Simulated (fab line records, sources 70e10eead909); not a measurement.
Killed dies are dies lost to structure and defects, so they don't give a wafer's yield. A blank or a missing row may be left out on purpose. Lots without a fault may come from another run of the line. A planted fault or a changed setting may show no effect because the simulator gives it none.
Which tool did it? | flow nand_harc | 24 lots, 72 wafers sampled, at 5 steps of a route of 1159

WHAT THE GAUGES READ, wafer by wafer
NHARC_P_M1_INSPECT_27. Usual: raw_defect_count 344, standard deviation 150.
lot  | measured     | on                | raw_defect_count | flag
L074 | day 5 21:53  | defect_inspect-02 | 288 249 410      |
L075 | day 6 08:14  | defect_inspect-01 | 346 343 577      |
L077 | day 6 21:19  | defect_inspect-01 | 321 179 193      |
L076 | day 6 21:47  | defect_inspect-01 | 324 234 500      |
L078 | day 7 06:41  | defect_inspect-01 | 659 432 730      |
L079 | day 7 07:19  | defect_inspect-01 | 170 195 240      |
L080 | day 8 03:32  | defect_inspect-02 | 264 248 145      |
L082 | day 8 04:14  | defect_inspect-02 | 347 333 274      |
L081 | day 8 04:21  | defect_inspect-01 | 375 440 291      |
L083 | day 8 12:28  | defect_inspect-02 | 359 351 243      |
L084 | day 8 22:05  | defect_inspect-01 | 228 485 168      |
L085 | day 9 06:10  | defect_inspect-01 | 251 269 217      |
L086 | day 9 06:53  | defect_inspect-01 | 269 209 433      |
L087 | day 9 18:43  | defect_inspect-01 | 458 299 333      |
L089 | day 9 19:16  | defect_inspect-01 | 196 199 152      |
L088 | day 9 19:22  | defect_inspect-01 | 279 257 314      |
L090 | day 10 04:56 | defect_inspect-01 | 357 419 362      |
L091 | day 10 05:20 | defect_inspect-01 | 181 340 468      |
L093 | day 11 01:01 | defect_inspect-01 | 229 368 189      |
L092 | day 11 01:18 | defect_inspect-01 | 384 342 314      |
L095 | day 11 02:29 | defect_inspect-01 | 249 197 294      |
L094 | day 11 05:23 | defect_inspect-02 | 525 463 471      |
L096 | day 11 12:22 | defect_inspect-01 | 564 527 360      |
L097 | day 11 12:57 | defect_inspect-02 | 368 451 516      |

WHICH TOOL RAN EACH LOT (tool, then ch and the chambers of the sampled wafers, then the start)
lot  | NHARC_P_M0_DESCUM_14               | NHARC_P_M0_PRE_CLEAN_29                 | NHARC_P_M1_ETCH_28                            | NHARC_P_M1_PVD_21
L074 | rie_diel-04 ch 2,3, day 5 15:16    | pvd_sputter-02, day 5 21:53 or earlier  | rie_diel-09 ch 1,2,3, day 5 21:53 or earlier  | pvd_sputter-03, day 5 21:53 or earlier
L075 | rie_diel-04 ch 0,2,3, day 6 01:19  | pvd_sputter-03, day 6 08:14 or earlier  | rie_diel-10 ch 0,1,3, day 6 08:14 or earlier  | pvd_sputter-01, day 6 08:14 or earlier
L077 | rie_diel-11 ch 0,2,3, day 6 14:50  | pvd_sputter-03, day 6 21:19 or earlier  | rie_diel-10 ch 0,3, day 6 21:19 or earlier    | pvd_sputter-01, day 6 21:19 or earlier
L076 | rie_diel-07 ch 1,2,3, day 6 15:07  | pvd_sputter-02, day 6 21:47 or earlier  | rie_diel-10 ch 0,1,2, day 6 21:47 or earlier  | pvd_sputter-03, day 6 21:47 or earlier
L078 | rie_diel-07 ch 1,3, day 6 23:52    | pvd_sputter-01, day 7 06:41 or earlier  | rie_diel-09 ch 1,2, day 7 06:41 or earlier    | pvd_sputter-01, day 7 06:41 or earlier
L079 | rie_diel-07 ch 0,1,3, day 7 00:03  | pvd_sputter-02, day 7 07:19 or earlier  | rie_diel-01 ch 0,1,2, day 7 07:19 or earlier  | pvd_sputter-01, day 7 07:19 or earlier
L080 | rie_diel-11 ch 0,1, day 7 21:01    | pvd_sputter-02, day 8 03:32 or earlier  | rie_diel-01 ch 2,3, day 8 03:32 or earlier    | pvd_sputter-02, day 8 03:32 or earlier
L082 | rie_diel-07 ch 2,3, day 7 21:34    | pvd_sputter-03, day 8 04:14 or earlier  | rie_diel-10 ch 1,2,3, day 8 04:14 or earlier  | pvd_sputter-01, day 8 04:14 or earlier
L081 | rie_diel-11 ch 0,1,3, day 7 21:44  | pvd_sputter-02, day 8 04:21 or earlier  | rie_diel-01 ch 0,1, day 8 04:21 or earlier    | pvd_sputter-03, day 8 04:21 or earlier
L083 | rie_diel-07 ch 0,2,3, day 8 05:23  | pvd_sputter-03, day 8 12:28 or earlier  | rie_diel-01 ch 0,1,2, day 8 12:28 or earlier  | pvd_sputter-03, day 8 12:28 or earlier
L084 | rie_diel-11 ch 1,2,3, day 8 14:44  | pvd_sputter-01, day 8 22:05 or earlier  | rie_diel-01 ch 1,2,3, day 8 22:05 or earlier  | pvd_sputter-03, day 8 22:05 or earlier
L085 | rie_diel-07 ch 1,3, day 8 23:34    | pvd_sputter-03, day 9 06:10 or earlier  | rie_diel-09 ch 0,3, day 9 06:10 or earlier    | pvd_sputter-01, day 9 06:10 or earlier
L086 | rie_diel-07 ch 0,2,3, day 9 00:07  | pvd_sputter-02, day 9 06:53 or earlier  | rie_diel-10 ch 0,1, day 9 06:53 or earlier    | pvd_sputter-01, day 9 06:53 or earlier
L087 | rie_diel-04 ch 1,2, day 9 11:34    | pvd_sputter-01, day 9 18:43 or earlier  | rie_diel-01 ch 1,2,3, day 9 18:43 or earlier  | pvd_sputter-02, day 9 18:43 or earlier
L089 | rie_diel-11 ch 0,1,2, day 9 12:06  | pvd_sputter-02, day 9 19:16 or earlier  | rie_diel-09 ch 1,2,3, day 9 19:16 or earlier  | pvd_sputter-03, day 9 19:16 or earlier
L088 | rie_diel-07 ch 1,2, day 9 12:38    | pvd_sputter-01, day 9 19:22 or earlier  | rie_diel-10 ch 0,1,2, day 9 19:22 or earlier  | pvd_sputter-01, day 9 19:22 or earlier
L090 | rie_diel-11 ch 1,2,3, day 9 19:58  | pvd_sputter-03, day 10 04:56 or earlier | rie_diel-10 ch 1,2,3, day 10 04:56 or earlier | pvd_sputter-01, day 10 04:56 or earlier
L091 | rie_diel-11 ch 0,2,3, day 9 21:37  | pvd_sputter-01, day 10 05:20 or earlier | rie_diel-01 ch 1,2, day 10 05:20 or earlier   | pvd_sputter-01, day 10 05:20 or earlier
L093 | rie_diel-04 ch 0,2,3, day 10 18:03 | pvd_sputter-01, day 11 01:01 or earlier | rie_diel-10 ch 1,2, day 11 01:01 or earlier   | pvd_sputter-03, day 11 01:01 or earlier
L092 | rie_diel-11 ch 0,1,2, day 10 18:38 | pvd_sputter-02, day 11 01:18 or earlier | rie_diel-09 ch 1,2,3, day 11 01:18 or earlier | pvd_sputter-02, day 11 01:18 or earlier
L095 | rie_diel-11 ch 0,3, day 10 19:35   | pvd_sputter-03, day 11 02:29 or earlier | rie_diel-10 ch 0,2, day 11 02:29 or earlier   | pvd_sputter-01, day 11 02:29 or earlier
L094 | rie_diel-11 ch 0,3, day 10 21:19   | pvd_sputter-02, day 11 05:23 or earlier | rie_diel-09 ch 0,1, day 11 05:23 or earlier   | pvd_sputter-02, day 11 05:23 or earlier
L096 | rie_diel-11 ch 1,2,3, day 11 05:20 | pvd_sputter-02, day 11 12:22 or earlier | rie_diel-09 ch 0,3, day 11 12:22 or earlier   | pvd_sputter-01, day 11 12:22 or earlier
L097 | rie_diel-11 ch 0,1,2, day 11 06:01 | pvd_sputter-02, day 11 12:57 or earlier | rie_diel-01 ch 0,1,3, day 11 12:57 or earlier | pvd_sputter-03, day 11 12:57 or earlier
- NHARC_P_M0_DESCUM_14: chemistry O2, time 3 s.
- NHARC_P_M0_PRE_CLEAN_29: time 30 s.
- NHARC_P_M1_ETCH_28: etches the open film in CF4/N2, target depth 30 nm, time 72.99 s.
- NHARC_P_M1_PVD_21: deposits Cu, target thk 30 nm, time 20.49 s.

WHAT THE TOOLS THEMSELVES READ (means of the sampled wafers that have a number; where no wafer has one, the mark that the record gives instead)
NHARC_P_M0_DESCUM_14. Usual: chamber_pressure_mTorr 59.99 mTorr, standard deviation 0.054; drypump_motor_current_A 5.5 A, standard deviation 0.61; oes_product_au 0.998 a.u., standard deviation 0.0081; rf_vpp_V 57.5 V, standard deviation 0.85; showerhead_plenum_p_Torr 1.87 Torr, standard deviation 0.081; throttle_valve_pct 11.311 %, standard deviation 0.0097.
lot  | tool        | chamber_pressure_mTorr (mTorr) | drypump_motor_current_A (A) | oes_product_au (a.u.) | rf_vpp_V (V) | showerhead_plenum_p_Torr (Torr) | throttle_valve_pct (%) | flag
L074 | rie_diel-04 | 60.06                          | 6.4                         | 1.001                 | 56.8         | 1.87                            | 11.314                 |
L075 | rie_diel-04 | 59.95                          | 6.2                         | 0.989                 | 57.8         | 1.93                            | 11.308                 |
L077 | rie_diel-11 | 59.97                          | 5.7                         | 0.994                 | 58.2         | 1.84                            | 11.310                 |
L076 | rie_diel-07 | 60.01                          | 5.3                         | 0.994                 | 58.1         | 1.92                            | 11.308                 |
L078 | rie_diel-07 | 59.96                          | 5.2                         | 0.996                 | 57.7         | 1.91                            | 11.318                 |
L079 | rie_diel-07 | 60.02                          | 5.5                         | 0.991                 | 56.8         | 1.91                            | 11.316                 |
L080 | rie_diel-11 | 59.96                          | 5.6                         | 0.990                 | 56.7         | 1.88                            | 11.312                 |
L082 | rie_diel-07 | 59.96                          | 5.4                         | 1.004                 | 58.4         | 1.93                            | 11.313                 |
L081 | rie_diel-11 | 60.08                          | 5.2                         | 1.001                 | 57.0         | 1.85                            | 11.314                 |
L083 | rie_diel-07 | 59.97                          | 5.5                         | 1.003                 | 57.2         | 1.92                            | 11.315                 |
L084 | rie_diel-11 | 59.99                          | 5.2                         | 0.992                 | 57.7         | 1.81                            | 11.310                 |
L085 | rie_diel-07 | 59.99                          | 5.2                         | 1.000                 | 57.8         | 1.97                            | 11.308                 |
L086 | rie_diel-07 | 59.99                          | 5.6                         | 0.998                 | 57.7         | 1.92                            | 11.307                 |
L087 | rie_diel-04 | 59.99                          | 5.7                         | 1.002                 | 58.0         | 1.97                            | 11.310                 |
L089 | rie_diel-11 | 60.00                          | 5.6                         | 0.996                 | 57.4         | 1.84                            | 11.306                 |
L088 | rie_diel-07 | 60.01                          | 5.3                         | 0.993                 | 57.8         | 1.85                            | 11.314                 |
L090 | rie_diel-11 | 59.99                          | 5.3                         | 1.003                 | 57.3         | 1.81                            | 11.301                 |
L091 | rie_diel-11 | 59.96                          | 5.7                         | 0.988                 | 57.4         | 1.83                            | 11.308                 |
L093 | rie_diel-04 | 59.99                          | 6.2                         | 0.998                 | 57.3         | 1.93                            | 11.316                 |
L092 | rie_diel-11 | 60.03                          | 5.7                         | 1.001                 | 57.7         | 1.84                            | 11.320                 |
L095 | rie_diel-11 | 60.04                          | 5.6                         | 0.995                 | 57.4         | 1.87                            | 11.308                 |
L094 | rie_diel-11 | 60.09                          | 5.6                         | 0.995                 | 57.7         | 1.87                            | 11.317                 |
L096 | rie_diel-11 | 59.97                          | 5.2                         | 0.993                 | 57.6         | 1.81                            | 11.315                 |
L097 | rie_diel-11 | 59.92                          | 5.6                         | 1.003                 | 58.3         | 1.84                            | 11.303                 |

NHARC_P_M0_PRE_CLEAN_29. Usual: heater_power_w 418 W, standard deviation 46.
lot  | tool           | heater_power_w (W) | flag
L074 | pvd_sputter-02 | 474                |
L075 | pvd_sputter-03 | 400                |
L077 | pvd_sputter-03 | 400                |
L076 | pvd_sputter-02 | 468                |
L078 | pvd_sputter-01 | 350                |
L079 | pvd_sputter-02 | 465                |
L080 | pvd_sputter-02 | 461                |
L082 | pvd_sputter-03 | 367                |
L081 | pvd_sputter-02 | 443                |
L083 | pvd_sputter-03 | 415                |
L084 | pvd_sputter-01 | 380                |
L085 | pvd_sputter-03 | 406                |
L086 | pvd_sputter-02 | 432                |
L087 | pvd_sputter-01 | 371                |
L089 | pvd_sputter-02 | 456                |
L088 | pvd_sputter-01 | 398                |
L090 | pvd_sputter-03 | 383                |
L091 | pvd_sputter-01 | 378                |
L093 | pvd_sputter-01 | 392                |
L092 | pvd_sputter-02 | 465                |
L095 | pvd_sputter-03 | 373                |
L094 | pvd_sputter-02 | 441                |
L096 | pvd_sputter-02 | 473                |
L097 | pvd_sputter-02 | 461                |

NHARC_P_M1_ETCH_28. Usual: chamber_pressure_mTorr 29.999 mTorr, standard deviation 0.027; drypump_motor_current_A 5.8 A, standard deviation 0.35; oes_product_au 1.005 a.u., standard deviation 0.0074; rf_vpp_V 314.6 V, standard deviation 2.4; showerhead_plenum_p_Torr 2.65 Torr, standard deviation 0.14; throttle_valve_pct 19.793 %, standard deviation 0.01.
lot  | tool        | chamber_pressure_mTorr (mTorr) | drypump_motor_current_A (A) | oes_product_au (a.u.) | rf_vpp_V (V) | showerhead_plenum_p_Torr (Torr) | throttle_valve_pct (%) | flag
L074 | rie_diel-09 | 29.991                         | 5.9                         | 1.001                 | 314.3        | 2.63                            | 19.791                 |
L075 | rie_diel-10 | 30.001                         | 5.7                         | 1.003                 | 313.1        | 2.61                            | 19.793                 |
L077 | rie_diel-10 | 30.007                         | 5.6                         | 1.004                 | 314.9        | 2.64                            | 19.798                 |
L076 | rie_diel-10 | 29.991                         | 5.7                         | 1.003                 | 315.6        | 2.70                            | 19.787                 |
L078 | rie_diel-09 | 29.976                         | 5.8                         | 1.012                 | 312.7        | 2.55                            | 19.789                 |
L079 | rie_diel-01 | 30.004                         | 5.9                         | 0.994                 | 313.7        | 2.59                            | 19.782                 |
L080 | rie_diel-01 | 29.999                         | 6.2                         | 1.008                 | 314.4        | 2.65                            | 19.795                 |
L082 | rie_diel-10 | 29.972                         | 5.7                         | 1.003                 | 313.9        | 2.61                            | 19.783                 |
L081 | rie_diel-01 | 30.003                         | 5.8                         | 1.002                 | 312.2        | 2.57                            | 19.796                 |
L083 | rie_diel-01 | 30.008                         | 5.9                         | 0.999                 | 314.1        | 2.59                            | 19.790                 |
L084 | rie_diel-01 | 29.988                         | 5.9                         | 1.004                 | 314.8        | 2.67                            | 19.804                 |
L085 | rie_diel-09 | 29.996                         | 5.9                         | 1.012                 | 316.8        | 2.80                            | 19.797                 |
L086 | rie_diel-10 | 30.004                         | 5.8                         | 1.006                 | 313.3        | 2.58                            | 19.779                 |
L087 | rie_diel-01 | 30.022                         | 5.9                         | 0.998                 | 314.7        | 2.67                            | 19.796                 |
L089 | rie_diel-09 | 30.036                         | 5.9                         | 1.014                 | 314.2        | 2.63                            | 19.801                 |
L088 | rie_diel-10 | 30.006                         | 5.7                         | 1.013                 | 315.3        | 2.70                            | 19.796                 |
L090 | rie_diel-10 | 29.990                         | 5.7                         | 1.002                 | 314.1        | 2.61                            | 19.796                 |
L091 | rie_diel-01 | 29.978                         | 5.6                         | 1.007                 | 315.4        | 2.68                            | 19.796                 |
L093 | rie_diel-10 | 29.993                         | 5.8                         | 1.002                 | 313.4        | 2.58                            | 19.786                 |
L092 | rie_diel-09 | 30.018                         | 5.9                         | 1.001                 | 314.2        | 2.62                            | 19.799                 |
L095 | rie_diel-10 | 30.010                         | 5.5                         | 1.005                 | 317.6        | 2.82                            | 19.788                 |
L094 | rie_diel-09 | 29.995                         | 6.0                         | 0.998                 | 315.3        | 2.69                            | 19.800                 |
L096 | rie_diel-09 | 30.020                         | 6.0                         | 1.002                 | 316.8        | 2.79                            | 19.793                 |
L097 | rie_diel-01 | 29.984                         | 5.7                         | 1.004                 | 313.7        | 2.65                            | 19.794                 |

NHARC_P_M1_PVD_21. Usual: throttle_valve_pct 30.3 %, standard deviation 0.9.
lot  | tool           | throttle_valve_pct (%) | flag
L074 | pvd_sputter-03 | 29.8                   |
L075 | pvd_sputter-01 | 30.4                   |
L077 | pvd_sputter-01 | 31.2                   |
L076 | pvd_sputter-03 | 30.6                   |
L078 | pvd_sputter-01 | 30.9                   |
L079 | pvd_sputter-01 | 31.0                   |
L080 | pvd_sputter-02 | 30.0                   |
L082 | pvd_sputter-01 | 30.2                   |
L081 | pvd_sputter-03 | 29.4                   |
L083 | pvd_sputter-03 | 29.2                   |
L084 | pvd_sputter-03 | 29.8                   |
L085 | pvd_sputter-01 | 30.5                   |
L086 | pvd_sputter-01 | 30.1                   |
L087 | pvd_sputter-02 | 29.5                   |
L089 | pvd_sputter-03 | 30.4                   |
L088 | pvd_sputter-01 | 30.8                   |
L090 | pvd_sputter-01 | 30.4                   |
L091 | pvd_sputter-01 | 31.2                   |
L093 | pvd_sputter-03 | 30.5                   |
L092 | pvd_sputter-02 | 29.8                   |
L095 | pvd_sputter-01 | 30.0                   |
L094 | pvd_sputter-02 | 28.6                   |
L096 | pvd_sputter-01 | 30.0                   |
L097 | pvd_sputter-03 | 30.5                   |

THE ANSWER, worked out from the rows above alone
Rule: a lot is off if the mean of its wafers that have a number lies more than 3 standard deviations from the usual mean. A lot without any number at a reading at which 4 lots or more have one is off too. The other lots that the step has rows for count as sound. The gauges are gone through in route order, then the tools' own readings, and for those a lot's mean is taken as printed above. The first step at which some lot is off is used, and at that step the reading that is off furthest; a lot without a number counts as furthest.
No lot is off at any reading shown: from this, nothing can be told.

WHAT THE SIMULATOR HAD PUT IN
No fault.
